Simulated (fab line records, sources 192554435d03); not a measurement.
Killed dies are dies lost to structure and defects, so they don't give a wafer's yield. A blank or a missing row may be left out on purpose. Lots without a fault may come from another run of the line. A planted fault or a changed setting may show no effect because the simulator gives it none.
Chamber matching | flow n5_finfet | N5_PASSIVATION_ETCH_54 on rie_diel-01: 4 sister chambers
The step etches SiO2 in CHF3/O2, target depth 880 nm, time 440 s. 14 wafers are shown with their chamber, then 7 later ones without.

WAFERS WITH THEIR CHAMBER
wafer  | chamber | rf_vpp_V (V) | showerhead_plenum_p_Torr (Torr) | drypump_motor_current_A (A)
L074.2 | 3       | 538          | 2.40                            | 5.5
L074.3 | 1       | 539          | 2.46                            | 5.6
L074.4 | 2       | 526          | 2.59                            | 5.9
L076.3 | 1       | 538          | 2.46                            | 5.5
L076.4 | 0       | 509          | 2.43                            | 5.1
L076.6 | 1       | 538          | 2.46                            | 5.6
L082.1 | 2       | 526          | 2.58                            | 5.8
L082.3 | 1       | 540          | 2.45                            | 5.6
L082.5 | 2       | 525          | 2.58                            | 5.9
L085.1 | 2       | 526          | 2.58                            | 5.8
L085.4 | 0       | 507          | 2.42                            | 5.1
L085.5 | 3       | 538          | 2.39                            | 5.6
L089.2 | 3       | 538          | 2.39                            | 5.6
L089.4 | 1       | 536          | 2.44                            | 5.5

SIGNATURES (means of the wafers above)
reading                  | chamber 0 | chamber 1 | chamber 2 | chamber 3 | scatter within a chamber
rf_vpp_V                 | 508.00    | 538.20    | 525.75    | 538.00    | 1.07
showerhead_plenum_p_Torr | 2.4250    | 2.4540    | 2.5825    | 2.3933    | 0.00715
drypump_motor_current_A  | 5.100     | 5.560     | 5.850     | 5.567     | 0.0535
Rule: a wafer's distance from a chamber is the root of the sum, over the readings, of the square of ((its reading less the chamber's mean) divided by the reading's scatter). The wafer belongs to the nearest chamber; if the next one is less than 2 further off, it can't be placed. The scatter: the root of (the sum of the squares of (reading less its chamber's mean) over the shown wafers, divided by (wafers less chambers)).

WAFERS WITHOUT THEIR CHAMBER
wafer  | rf_vpp_V (V) | showerhead_plenum_p_Torr (Torr) | drypump_motor_current_A (A)
L089.6 | 539          | 2.39                            | 5.5
L095.1 | 506          | 2.41                            | 5.1
L095.4 | 536          | 2.44                            | 5.6
L095.5 | 525          | 2.57                            | 5.9
L096.1 | 526          | 2.57                            | 5.9
L096.2 | 507          | 2.41                            | 5.1
L096.3 | 538          | 2.44                            | 5.6

WHICH CHAMBER EACH WENT THROUGH
wafer  | from the rows above | in truth
L089.6 | 3                   | 3
L095.1 | 0                   | 0
L095.4 | 1                   | 1
L095.5 | 2                   | 2
L096.1 | 2                   | 2
L096.2 | 0                   | 0
L096.3 | 1                   | 1
Placed correctly: 7 of 7. Can't be placed from these rows: 0. Placed wrongly: 0.
